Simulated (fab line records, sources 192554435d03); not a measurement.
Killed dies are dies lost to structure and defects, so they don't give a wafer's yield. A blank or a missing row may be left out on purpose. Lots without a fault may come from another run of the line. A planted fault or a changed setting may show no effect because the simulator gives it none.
Split-lot experiment | flow n5_finfet | 7 lots, 21 wafers read, on a route of 1938 steps

THE SPLIT
At N5_MOL_CONTACT_COAG_ETCH_105 (etches SiARC in CF4, target depth 15.6 nm, time 26 s), the setting bias_w was moved away from the recipe's 36 W on 4 of the 21 wafers read, by -12.2% to +9.0%. The other wafers ran this setting at the recipe's value.

The reading is taken at the split's own step.

THE READING
rf_vpp_V, in V, at N5_MOL_CONTACT_COAG_ETCH_105 (etches SiARC in CF4, target depth 15.6 nm, time 26 s). Fault-free wafers of this fab line usually give 184.3 V, standard deviation 0.92 V.

wafer  | tool, chamber at the split | bias_w as run, W | against the recipe | rf_vpp_V, V | against lot-mates on the recipe
L076.1 | rie_diel-01, 0             | 36               | recipe             | 184.0       | -
L076.2 | rie_diel-01, 0             | 36               | recipe             | 185.3       | -
L076.6 | rie_diel-01, 0             | 36               | recipe             | 184.2       | -
L078.1 | rie_diel-05, 0             | 36               | recipe             | 185.2       | -
L078.4 | rie_diel-05, 1             | 39.02            | +8.4%              | 194.0       | +9.9
L078.5 | rie_diel-05, 2             | 36               | recipe             | 182.9       | -
L081.3 | rie_diel-05, 3             | 36               | recipe             | 183.8       | -
L081.4 | rie_diel-05, 2             | 36               | recipe             | 184.6       | -
L081.6 | rie_diel-05, 1             | 36               | recipe             | 183.1       | -
L084.1 | rie_diel-01, 1             | 31.61            | -12.2%             | 170.3       | -13.8
L084.4 | rie_diel-01, 1             | 36               | recipe             | 184.7       | -
L084.6 | rie_diel-01, 2             | 36               | recipe             | 183.6       | -
L085.2 | rie_diel-05, 3             | 36               | recipe             | 183.6       | -
L085.5 | rie_diel-05, 3             | 36               | recipe             | 184.3       | -
L085.6 | rie_diel-05, 2             | 36               | recipe             | 186.2       | -
L088.1 | rie_diel-01, 0             | 36               | recipe             | 185.5       | -
L088.5 | rie_diel-01, 1             | 36               | recipe             | 184.9       | -
L088.6 | rie_diel-01, 0             | 36               | recipe             | 184.4       | -
L090.1 | rie_diel-01, 1             | 36               | recipe             | 183.6       | -
L090.2 | rie_diel-01, 3             | 39.24            | +9.0%              | 194.4       | +10.8
L090.5 | rie_diel-01, 3             | 39.24            | +9.0%              | 196.3       | +12.7

THE FIT
A straight line over all 21 wafers: rf_vpp_V changes by +1.18 V for each +1% of bias_w; r = +0.99; the points scatter about the line by 0.89 V.
The same after taking each lot's own level away (the mean of its wafers on the recipe; 21 wafers): +1.21 V for each +1%; r = +0.99; scatter 0.84 V.
On that fit, the largest move of bias_w shifts the reading by 15 V.
The lots' own levels span 183.60 to 184.93 V, that is 1.4 times the standard deviation above.
So the lot-to-lot level changes the slope little: the two slopes agree.
Check: with one of the wafers moved furthest among these (-12.2%) left out of the fit, the line predicts -15.5 V for it against its lot-mates. It came out at -13.8 V against them.
Tool readings at the split's step, against how far the setting was moved: rf_vpp_V r = +0.99.

OTHER SPLITS ON THESE WAFERS
These wafers also went through other splits before the reading. Each is held against what the fit with the lots' levels taken away leaves over:
other split on the same wafers        | wafers away from the commonest value | r with rf_vpp_V (lot level and that fit taken away)
N5_HKMG_FIN_DEVELOP_11 develop_time_s | 12                                   | +0.03
N5_MOL_CONTACT_COAG_EXPOSE_05 dose_mj | 8                                    | +0.18

THE FILE'S OWN FIT
rf_vpp_V changes by +1.19 V for each +1% of bias_w, r = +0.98.
